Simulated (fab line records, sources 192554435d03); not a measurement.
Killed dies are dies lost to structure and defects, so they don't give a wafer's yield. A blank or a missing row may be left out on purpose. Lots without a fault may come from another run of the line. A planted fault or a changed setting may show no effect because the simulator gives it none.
Split-lot experiment | flow n5_finfet | 7 lots, 21 wafers read, on a route of 1938 steps

THE SPLIT
At N5_BEOL_M0_ETCH_138 (etches SiCN in CH3F/O2, target depth 12 nm, time 31.6 s), the setting bias_w was moved away from the recipe's 75 W on 6 of the 21 wafers read, by -11.4% to +8.0%. The other wafers ran this setting at the recipe's value.

The reading is taken at the split's own step.

THE READING
rf_vpp_V, in V, at N5_BEOL_M0_ETCH_138 (etches SiCN in CH3F/O2, target depth 12 nm, time 31.6 s). Fault-free wafers of this fab line usually give 297.3 V, standard deviation 1.7 V.

wafer  | tool, chamber at the split | bias_w as run, W | against the recipe | rf_vpp_V, V | against lot-mates on the recipe
L074.1 | rie_diel-04, 1             | 80.49            | +7.3%              | 309.3       | +12.8
L074.3 | rie_diel-04, 2             | 80.49            | +7.3%              | 309.0       | +12.5
L074.6 | rie_diel-04, 2             | 75               | recipe             | 296.5       | -
L078.1 | rie_diel-01, 2             | 75               | recipe             | 294.0       | -
L078.2 | rie_diel-01, 3             | 75               | recipe             | 296.3       | -
L078.5 | rie_diel-01, 3             | 75               | recipe             | 296.7       | -
L081.1 | rie_diel-01, 3             | 75               | recipe             | 294.9       | -
L081.2 | rie_diel-01, 2             | 75               | recipe             | 294.8       | -
L081.5 | rie_diel-01, 2             | 75               | recipe             | 296.5       | -
L088.1 | rie_diel-01, 3             | 78.51            | +4.7%              | 305.8       | +8.7
L088.3 | rie_diel-01, 1             | 75               | recipe             | 296.1       | -
L088.6 | rie_diel-01, 3             | 75               | recipe             | 298.2       | -
L090.1 | rie_diel-03, 2             | 75               | recipe             | 299.8       | -
L090.2 | rie_diel-03, 0             | 75               | recipe             | 297.8       | -
L090.3 | rie_diel-03, 1             | 75               | recipe             | 297.8       | -
L096.1 | rie_diel-03, 2             | 80.98            | +8.0%              | 312.5       | +15.5
L096.2 | rie_diel-03, 3             | 75               | recipe             | 297.3       | -
L096.4 | rie_diel-03, 1             | 75               | recipe             | 296.7       | -
L097.1 | rie_diel-01, 0             | 66.48            | -11.4%             | 276.9       | -19.1
L097.5 | rie_diel-01, 3             | 75               | recipe             | 296.0       | -
L097.6 | rie_diel-01, 1             | 66.48            | -11.4%             | 272.6       | -23.4

THE FIT
A straight line over all 21 wafers: rf_vpp_V changes by +1.89 V for each +1% of bias_w; r = +0.99; the points scatter about the line by 1.5 V.
The same after taking each lot's own level away (the mean of its wafers on the recipe; 21 wafers): +1.85 V for each +1%; r = +0.99; scatter 1.1 V.
On that fit, the largest move of bias_w shifts the reading by 21 V.
The lots' own levels span 295.40 to 298.47 V, that is 1.8 times the standard deviation above.
So the lot-to-lot level changes the slope little: the two slopes agree.
Check: with one of the wafers moved furthest among these (-11.4%) left out of the fit, the line predicts -22.1 V for it against its lot-mates. It came out at -19.1 V against them.
Tool readings at the split's step, against how far the setting was moved: rf_vpp_V r = +0.99.

OTHER SPLITS ON THESE WAFERS
These wafers also went through other splits before the reading. Each is held against what the fit with the lots' levels taken away leaves over:
other split on the same wafers       | wafers away from the commonest value | r with rf_vpp_V (lot level and that fit taken away)
N5_HKMG_FIN_HK_ALD_01 ald_cycles     | 8                                    | -0.40
N5_HKMG_FIN_EXPOSE_46 dose_mj        | 6                                    | +0.36
N5_HKMG_FIN_ETCH_55 h2_flow_sccm     | 6                                    | +0.21
N5_GATE_CUT_DESCUM_18 time_s         | 10                                   | +0.07
N5_MOL_CONTACT_COAG_ETCH_15 source_w | 4                                    | +0.13
N5_BEOL_M0_SAQP_COAT_81 spin_rpm     | 8                                    | -0.32
N5_BEOL_M0_SAQP_COAT_08 spin_rpm     | 6                                    | -0.03

THE FILE'S OWN FIT
rf_vpp_V changes by +1.86 V for each +1% of bias_w, r = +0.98.
